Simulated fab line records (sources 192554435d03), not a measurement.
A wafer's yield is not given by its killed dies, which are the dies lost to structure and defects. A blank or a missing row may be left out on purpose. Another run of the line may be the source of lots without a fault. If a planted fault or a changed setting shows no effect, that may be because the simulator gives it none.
Which tool was responsible? || flow n5-finfet || 11 lots, 30 wafers sampled, at 2 steps of a route of 1938

WHAT THE GAUGES READ, wafer by wafer
N5_MIM_BOT_LITHO_CD_MEAS_08 targets a cd of 3000 nm.
{"lot": "L427", "measured": "day 13 01:44", "on": "cd-sem-02", "cd-nm (nm)": "2998.1 2996.3 2997.3"}
{"lot": "L428", "measured": "day 12 13:29", "on": "cd-sem-02", "cd-nm (nm)": "2992.8 2999.3 2995.9"}
{"lot": "L429", "measured": "day 13 19:37", "on": "cd-sem-03", "cd-nm (nm)": "2999.4 2996.4 2998.6"}
{"lot": "L431", "measured": "day 13 06:25", "on": "cd-sem-01", "cd-nm (nm)": "2995.3 2996.4 2999.0"}
{"lot": "L432", "measured": "day 13 19:39", "on": "cd-sem-02", "cd-nm (nm)": "2996.1 2996.8 2997.3"}
{"lot": "L434", "measured": "day 13 21:56", "on": "cd-sem-01", "cd-nm (nm)": "2998.0 2999.7 2996.9"}
{"lot": "L436", "measured": "day 14 13:19", "on": "cd-sem-01", "cd-nm (nm)": "2998.6 2998.3"}
{"lot": "L438", "measured": "day 14 15:34", "on": "cd-sem-01", "cd-nm (nm)": "3004.2 3002.5"}
{"lot": "L443", "measured": "day 16 05:07", "on": "cd-sem-03", "cd-nm (nm)": "3001.5 3000.4"}
{"lot": "L445", "measured": "day 16 23:49", "on": "cd-sem-02", "cd-nm (nm)": "2999.0 3001.3 3000.0"}
{"lot": "L448", "measured": "day 17 18:37", "on": "cd-sem-01", "cd-nm (nm)": "3003.0 3002.2 2996.9"}

EACH LOT AND THE TOOL THAT RAN IT (in order: tool; ch and the chambers of the sampled wafers; start)
{"lot": "L427", "N5_HKMG_FIN_PRECLEAN_83": "wet-bench-03 ch 1,3,4, day 4 08:08"}
{"lot": "L428", "N5_HKMG_FIN_PRECLEAN_83": "wet-bench-04 ch 4,6,7, day 4 15:43"}
{"lot": "L429", "N5_HKMG_FIN_PRECLEAN_83": "wet-bench-04 ch 1,2,3, day 4 21:23"}
{"lot": "L431", "N5_HKMG_FIN_PRECLEAN_83": "wet-bench-03 ch 1,5,6, day 5 06:41"}
{"lot": "L432", "N5_HKMG_FIN_PRECLEAN_83": "wet-bench-04 ch 2,3,7, day 5 14:58"}
{"lot": "L434", "N5_HKMG_FIN_PRECLEAN_83": "wet-bench-04 ch 2,5,6, day 6 03:18"}
{"lot": "L436", "N5_HKMG_FIN_PRECLEAN_83": "wet-bench-03 ch 4,6, day 6 19:04"}
{"lot": "L438", "N5_HKMG_FIN_PRECLEAN_83": "wet-bench-06 ch 1,4, day 7 01:56"}
{"lot": "L443", "N5_HKMG_FIN_PRECLEAN_83": "wet-bench-04 ch 3,7, day 8 06:00"}
{"lot": "L445", "N5_HKMG_FIN_PRECLEAN_83": "wet-bench-04 ch 1,5,6, day 8 18:48"}
{"lot": "L448", "N5_HKMG_FIN_PRECLEAN_83": "wet-bench-04 ch 3,5,6, day 9 14:20"}
- N5_HKMG_FIN_PRECLEAN_83: cleans in DIW, time 57.5 s.

WHAT THE TOOLS THEMSELVES READ (means of the sampled wafers that have a number; where no wafer has one, the mark that the record gives instead)
The record holds no such reading with a usual standard deviation.

THE ANSWER, worked out from the rows above alone
Rule: the usual values come from the lots themselves. The widest of any qualifying gaps counts: lots, ordered by their means at a reading, are off when they make up no more than a third of the lots, leave a main group of 4 or more, and stand apart from it by 3 or more times the standard deviation of that group's means. If all means in a main group match to the digits the tables above print for the reading, that group is not used. A lot without any number at a reading at which 4 lots or more have one is off too. The other lots that the step has rows for count as sound. Order of review: gauges by route order, followed by the tools' own readings, for which a lot's mean as printed above is used. The first step at which some lot is off is used, and at that step the reading that is off furthest; a lot without a number counts as furthest.
No lot is off at any reading shown: from this, nothing can be told.

WHAT THE SIMULATOR HAD INSERTED
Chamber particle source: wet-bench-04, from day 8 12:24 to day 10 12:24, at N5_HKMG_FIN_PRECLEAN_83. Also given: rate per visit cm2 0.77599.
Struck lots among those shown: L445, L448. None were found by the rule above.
